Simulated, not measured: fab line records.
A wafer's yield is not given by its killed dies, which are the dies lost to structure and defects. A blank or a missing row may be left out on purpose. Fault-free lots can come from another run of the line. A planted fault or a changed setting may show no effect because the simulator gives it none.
A struck lot beside a sound one :: flow nand harc :: 38 steps out of a route of 1302
Sound: wafers L489.1, L489.4, L489.6. Wafers L483.1, L483.5, L483.6 were the ones struck. Last of all comes the cause.
Order at every step that has rows: each side's tool, ch and its chambers, its first start. Under that, the readings that differ: sound wafers :: struck wafers :: difference of the means :: sigmas: that difference in standard deviations of wafers without a fault.
alike: readings whose means differ by less than 2 such deviations, and words and numbers that are the same on both sides. not compared: withheld readings, readings that some wafer has no value for, bounds like >300 that may hide the same value, and numbers for which the record gives no deviation and whose values overlap.
The two part at a step that has a row with sigmas, a row that says differs or no value, or rows on one side only. Numbers that don't overlap but have no deviation are shown without sigmas and don't part them. Lack of a reading on every wafer of one side parts them only where that side has two or more wafers.

first, 1 step without rows for these wafers: NHARC_A_STAIRCASE_TRIM_26 (chemistry O2, time 211.2 s).
NHARC_A_STAIRCASE_ETCH_27: etches the open film in C4F8/O2, target depth 100 nm, time 40.5 s.
  sound: rie diel-11 ch 1,2,3; struck: rie diel-09 ch 0,3
  alike: oes product au, rf vpp V
  not compared: rf hours counter h
then, 9 steps without rows for these wafers: NHARC_A_STAIRCASE_STRIP_175 (strips in O2); NHARC_A_STAIRCASE_STRIP_148 (strips in SPM, time 900 s); NHARC_A_STAIRCASE_PRECLEAN_149 (cleans in SC1); NHARC_A_STAIRCASE_SRD_150; NHARC_A_STAIRCASE_DEHYDRATE_176 (time 120 s); NHARC_A_STAIRCASE_HMDS_177 (time 30 s); NHARC_A_STAIRCASE_COAT_178; NHARC_A_STAIRCASE_SOFTBAKE_179 (time 170 s); NHARC_A_STAIRCASE_EBR_180.
NHARC_A_STAIRCASE_EXPOSE_181: exposes mask STAIR 2.
  sound on krf scanner-01 ch 0, day 22 00:52; struck on krf scanner-01, day 20 09:26
  no value came back on the struck wafers for exposure dose mJ cm2, focus offset nm (nm); on the sound wafers exposure dose mJ cm2 reads 27.875 27.896 27.884
  alike: mask
then, 4 steps without rows for these wafers: NHARC_A_STAIRCASE_PEB_182 (peb time 130 s); NHARC_A_STAIRCASE_DEVELOP_183 (time 140 s); NHARC_A_STAIRCASE_HARDBAKE_185 (time 140 s); NHARC_A_STAIRCASE_DESCUM_186 (chemistry O2, time 3 s).
NHARC_A_STAIRCASE_TRIM_187: chemistry O2, time 211.2 s.
  sound on rie diel-05 ch 1,2,3, day 22 01:21; struck on rie diel-09 ch 0,1, day 20 09:53
reading: drypump motor current A (A)
sound: 5.80 6.07 6.06
struck: 5.33 5.45 5.30
difference: -0.62
sigmas: -2
  alike: oes product au, rf vpp V, showerhead plenum p Torr, throttle valve pct
  not compared: rf hours counter h
then, 3 steps without rows for these wafers: NHARC_A_STAIRCASE_ETCH_188 (etches the open film in C4F8/O2, target depth 100 nm, time 40.5 s); NHARC_A_STAIRCASE_TRIM_189 (chemistry O2, time 211.2 s); NHARC_A_STAIRCASE_ETCH_190 (etches the open film in C4F8/O2, target depth 100 nm, time 40.5 s).
NHARC_A_STAIRCASE_TRIM_191: chemistry O2, time 211.2 s.
  sound: rie diel-05 ch 0,1,2; struck: rie diel-09 ch 0,3
  alike: drypump motor current A, oes product au, rf vpp V, showerhead plenum p Torr, throttle valve pct
  not compared: rf hours counter h
then, 3 steps without rows for these wafers: NHARC_A_STAIRCASE_ETCH_192 (etches the open film in C4F8/O2, target depth 100 nm, time 40.5 s); NHARC_A_STAIRCASE_TRIM_193 (chemistry O2, time 211.2 s); NHARC_A_STAIRCASE_ETCH_194 (etches the open film in C4F8/O2, target depth 100 nm, time 40.5 s).
NHARC_A_STAIRCASE_TRIM_196: chemistry O2, time 211.2 s.
  sound on rie diel-05 ch 0,1,2, day 22 02:25; struck on rie diel-11 ch 0,1,3, day 20 11:04
  alike: drypump motor current A, oes product au, rf vpp V, showerhead plenum p Torr, throttle valve pct
  not compared: rf hours counter h
then, 3 steps without rows for these wafers: NHARC_A_STAIRCASE_ETCH_197 (etches the open film in C4F8/O2, target depth 100 nm, time 40.5 s); NHARC_A_STAIRCASE_TRIM_198 (chemistry O2, time 211.2 s); NHARC_A_STAIRCASE_ETCH_199 (etches the open film in C4F8/O2, target depth 100 nm, time 40.5 s).
NHARC_A_STAIRCASE_TRIM_200: chemistry O2, time 211.2 s.
  sound: rie diel-05 ch 0,3; struck: rie diel-11 ch 0,2,3
  alike: drypump motor current A, oes product au, rf vpp V, showerhead plenum p Torr, throttle valve pct
  not compared: rf hours counter h
then, 9 steps without rows for these wafers: NHARC_A_STAIRCASE_ETCH_201 (etches the open film in C4F8/O2, target depth 100 nm, time 40.5 s); NHARC_A_STAIRCASE_TRIM_202 (chemistry O2, time 211.2 s); NHARC_A_STAIRCASE_ETCH_203 (etches the open film in C4F8/O2, target depth 100 nm, time 40.5 s); NHARC_A_STAIRCASE_STRIP_205 (strips in O2); NHARC_A_STAIRCASE_STRIP_206 (strips in SPM, time 900 s); NHARC_A_STAIRCASE_PRECLEAN_207 (cleans in SC1); NHARC_A_STAIRCASE_SRD_208; NHARC_A_STAIRCASE_DEHYDRATE_209 (time 120 s); NHARC_A_STAIRCASE_HMDS_210 (time 30 s).

== WHERE THEY PART ==
Earliest at NHARC_A_STAIRCASE_EXPOSE_181; latest, in this record, at NHARC_A_STAIRCASE_TRIM_187. Later steps at which nothing parts them and some readings are alike: NHARC_A_STAIRCASE_TRIM_191, NHARC_A_STAIRCASE_TRIM_196, NHARC_A_STAIRCASE_TRIM_200.

WHY: whatever the simulator had introduced
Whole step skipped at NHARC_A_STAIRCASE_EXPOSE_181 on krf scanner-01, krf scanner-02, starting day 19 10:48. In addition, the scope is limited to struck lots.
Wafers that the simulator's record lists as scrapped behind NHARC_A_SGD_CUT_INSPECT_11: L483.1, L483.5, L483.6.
